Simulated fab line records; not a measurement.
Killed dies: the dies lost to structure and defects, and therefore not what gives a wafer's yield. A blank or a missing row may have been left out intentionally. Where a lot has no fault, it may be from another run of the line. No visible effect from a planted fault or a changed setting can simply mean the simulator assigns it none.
Which tool did it? + flow n5_finfet + 12 lots, 36 wafers sampled, at 1 step of a route of 1938

WHAT THE GAUGES READ, wafer by wafer
N5_BEOL_M5_CD_MEAS_35: target cd 28 nm, target cd y 24 nm.
| lot  | measured     | on        | cd_nm (nm)     |
|------|--------------|-----------|----------------|
| L075 | day 8 04:37  | cd_sem-01 | 27.7 28.4 28.3 |
| L077 | day 8 20:16  | cd_sem-02 | 28.4 28.2 28.6 |
| L079 | day 9 01:20  | cd_sem-03 | 28.3 27.8 27.7 |
| L081 | day 9 23:09  | cd_sem-03 | 29.0 28.6 29.0 |
| L083 | day 10 12:11 | cd_sem-03 | 28.8 28.3 28.2 |
| L085 | day 10 14:58 | cd_sem-01 | 28.5 28.3 28.1 |
| L088 | day 11 08:10 | cd_sem-02 | 27.3 27.7 27.1 |
| L089 | day 12 00:26 | cd_sem-03 | 28.0 27.4 28.0 |
| L091 | day 12 12:11 | cd_sem-01 | 27.4 28.1 28.1 |
| L093 | day 12 22:48 | cd_sem-01 | 28.1 28.6 28.6 |
| L095 | day 13 10:21 | cd_sem-01 | 28.8 28.5 29.1 |
| L097 | day 13 19:23 | cd_sem-01 | 27.8 28.6 28.3 |

TOOL THAT RAN EACH LOT (tool first, then ch and the chambers of the sampled wafers, then the start)
The record shows no process step preceding these readings.

THE ANSWER, worked out from the rows above alone
Rule: the lots themselves supply what counts as usual. Put in order of their means at a reading, lots are off if they are a third of the lots or fewer, leave a main group of 4 or more, and stand apart from it by a gap of 3 or more times the standard deviation of the main group's means; of several such gaps the widest counts. If all means in a main group match to the digits the tables above print for the reading, that group is not used. Also off: a lot with no number at a reading for which 4 or more lots have one. All remaining lots with rows at the step are treated as sound.
No lot is off at any reading shown: from this, nothing can be told.

WHAT HAD BEEN PUT IN BY THE SIMULATOR
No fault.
